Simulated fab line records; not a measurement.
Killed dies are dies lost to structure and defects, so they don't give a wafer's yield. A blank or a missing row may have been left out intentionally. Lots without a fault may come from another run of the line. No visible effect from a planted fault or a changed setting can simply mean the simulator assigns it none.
Matching of chambers || flow nand_harc || 4 sister chambers for NHARC_A_ZERO_WELL_ETCH_19 on rie_diel-12
The step etches the open film in N2/H2, target depth 80 nm, overetch 24 nm, time 87.88 s. 4 wafers are shown with their chamber, then 7 later ones without.

## EACH WAFER AND ITS CHAMBER
{"wafer": "L083.5", "chamber": 2, "rf_vpp_V (V)": 432.2}
{"wafer": "L087.6", "chamber": 0, "rf_vpp_V (V)": 427.3}
{"wafer": "L091.3", "chamber": 3, "rf_vpp_V (V)": 425.5}
{"wafer": "L091.4", "chamber": 1, "rf_vpp_V (V)": 430.1}

## WAFERS WHOSE CHAMBER IS MISSING
{"wafer": "L091.5", "rf_vpp_V (V)": 426.1}
{"wafer": "L093.3", "rf_vpp_V (V)": 427.1}
{"wafer": "L093.5", "rf_vpp_V (V)": 433.2}
{"wafer": "L093.6", "rf_vpp_V (V)": 429.0}
{"wafer": "L095.3", "rf_vpp_V (V)": 426.4}
{"wafer": "L095.4", "rf_vpp_V (V)": 427.8}
{"wafer": "L095.6", "rf_vpp_V (V)": 427.1}

## EACH ONE'S CHAMBER
{"wafer": "L091.5", "from the rows above": "can't be placed: 3 or 0", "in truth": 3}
{"wafer": "L093.3", "from the rows above": "can't be placed: 0 or 3", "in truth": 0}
{"wafer": "L093.5", "from the rows above": 2, "in truth": 2}
{"wafer": "L093.6", "from the rows above": "can't be placed: 1 or 0", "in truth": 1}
{"wafer": "L095.3", "from the rows above": "can't be placed: 3 or 0", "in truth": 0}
{"wafer": "L095.4", "from the rows above": 0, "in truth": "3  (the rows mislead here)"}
{"wafer": "L095.6", "from the rows above": "can't be placed: 0 or 3", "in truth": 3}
Correct placement for 1 of the 7. Not placeable from these rows: 5 (in 5, the candidates include the true chamber). Wrongly placed: 1.
How it was worked out, from the rows above alone: a wafer's distance from a chamber is the root of the sum, over the readings, of the square of ((its reading less the chamber's mean) divided by the reading's scatter). If the next closest chamber is less than 2 further off than the closest, the wafer can't be placed; otherwise it belongs to the closest. For every chamber, the mean is computed from those of its wafers that are shown. The scatter: with one shown wafer a chamber, the root of the mean of the squares of how far each hidden wafer lies from its nearest shown one.
